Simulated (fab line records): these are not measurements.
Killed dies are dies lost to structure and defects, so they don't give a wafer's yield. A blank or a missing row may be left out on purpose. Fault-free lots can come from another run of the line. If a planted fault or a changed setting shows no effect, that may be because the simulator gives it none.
One fault through the eyes of 2 desks + flow n5-finfet + each desk holds nothing but its own numbers, with what lay behind them at the end

AT THE METROLOGY DESK
Means of the sampled wafers that have a number, per lot and without regard to the tool the lot ran on: this is what the gauges read. Marked OUT: a lot whose mean sits more than 4 standard deviations from the usual mean, which makes it out of limits; the brackets give that distance. Only the readings that lie furthest out on some lot appear, 7 of the 11 it has.
Columns: A = cd-nm at N5_ZERO_LAYER_CD_MEAS_11, usual 2000.1 nm; B = IOFF_N at N5_BEOL_M4_RC_MEAS_101, usual 0.16 nA/um; C = ION_N at N5_BEOL_M4_RC_MEAS_101, usual 673 uA/um; D = ION_P at N5_BEOL_M4_RC_MEAS_101, usual 461 uA/um; E = SS_P at N5_BEOL_M4_RC_MEAS_101, usual 73.3 mV/dec; F = VT_N at N5_BEOL_M4_RC_MEAS_101, usual 250 mV; G = VT_P at N5_BEOL_M4_RC_MEAS_101, usual -250 mV
| lot  | first seen here | A      | B    | C   | D   | E    | F   | G    |
|------|-----------------|--------|------|-----|-----|------|-----|------|
| L625 | day 1 12:39     | 1999.2 | 0.15 | 669 | 457 | 73.4 | 250 | -252 |
| L629 | day 2 12:51     | 2001.6 | 0.17 | 679 | 462 | 74.1 | 249 | -250 |
| L638 | day 4 18:46     | 1999.5 | 0.13 | 673 | 462 | 73.2 | 252 | -251 |
| L640 | day 5 06:46     | 1997.3 | 0.16 | 668 | 461 | 72.9 | 251 | -251 |
| L642 | day 5 18:38     | 1998.7 | 0.21 | 682 | 463 | 73.2 | 248 | -246 |
| L644 | day 6 06:46     | 1998.6 | 0.12 | 656 | 452 | 72.6 | 254 | -254 |
| L647 | day 7 00:46     | 1999.4 | 0.17 | 688 | 471 | 72.7 | 246 | -247 |
Finding of this desk: none of the 7 lots has anything out of limits.

TOOL OWNER'S DESK, rie-diel-06
The tool's own readings at N5_ZERO_LAYER_ETCH_17 (etches SiO2 in CF4, target depth 12 nm, time 13.3 s): means of the sampled wafers that have a number, for each lot that ran on this tool. Marked OUT: a lot whose mean sits more than 4 standard deviations from the usual mean, which makes it out of limits; the brackets give that distance.
Columns: A = chamber-pressure-mTorr at N5_ZERO_LAYER_ETCH_17, usual 40.00 mTorr; B = drypump-motor-current-A at N5_ZERO_LAYER_ETCH_17, usual 5.8 A; C = mfc-ar-sccm at N5_ZERO_LAYER_ETCH_17, usual 100.0 sccm; D = oes-product-au at N5_ZERO_LAYER_ETCH_17, usual 0.78 a.u.; E = rf-vpp-V at N5_ZERO_LAYER_ETCH_17, usual 948 V; F = showerhead-plenum-p-Torr at N5_ZERO_LAYER_ETCH_17, usual 2.14 Torr; G = throttle-valve-pct at N5_ZERO_LAYER_ETCH_17, usual 15.76 %
| lot  | first seen here | A     | B   | C     | D    | E   | F    | G     |
|------|-----------------|-------|-----|-------|------|-----|------|-------|
| L629 | day 2 12:56     | 40.03 | 5.7 | 100.0 | 0.73 | 949 | 2.16 | 16.03 |
| L638 | day 4 18:57     | 40.04 | 5.9 | 99.7  | 0.68 | 947 | 2.12 | 15.79 |
| L640 | day 5 06:50     | 39.98 | 5.9 | 99.9  | 0.63 | 950 | 2.16 | 15.97 |
| L642 | day 5 18:46     | 39.98 | 5.9 | 100.0 | 0.64 | 950 | 2.16 | 15.98 |
Finding of this desk: none of the 4 lots has anything out of limits.

TAKEN TOGETHER
Nothing out of limits was seen by the metrology desk.
Nothing out of limits was seen by the tool owner's desk.

WHAT THE SIMULATOR HAD INSERTED
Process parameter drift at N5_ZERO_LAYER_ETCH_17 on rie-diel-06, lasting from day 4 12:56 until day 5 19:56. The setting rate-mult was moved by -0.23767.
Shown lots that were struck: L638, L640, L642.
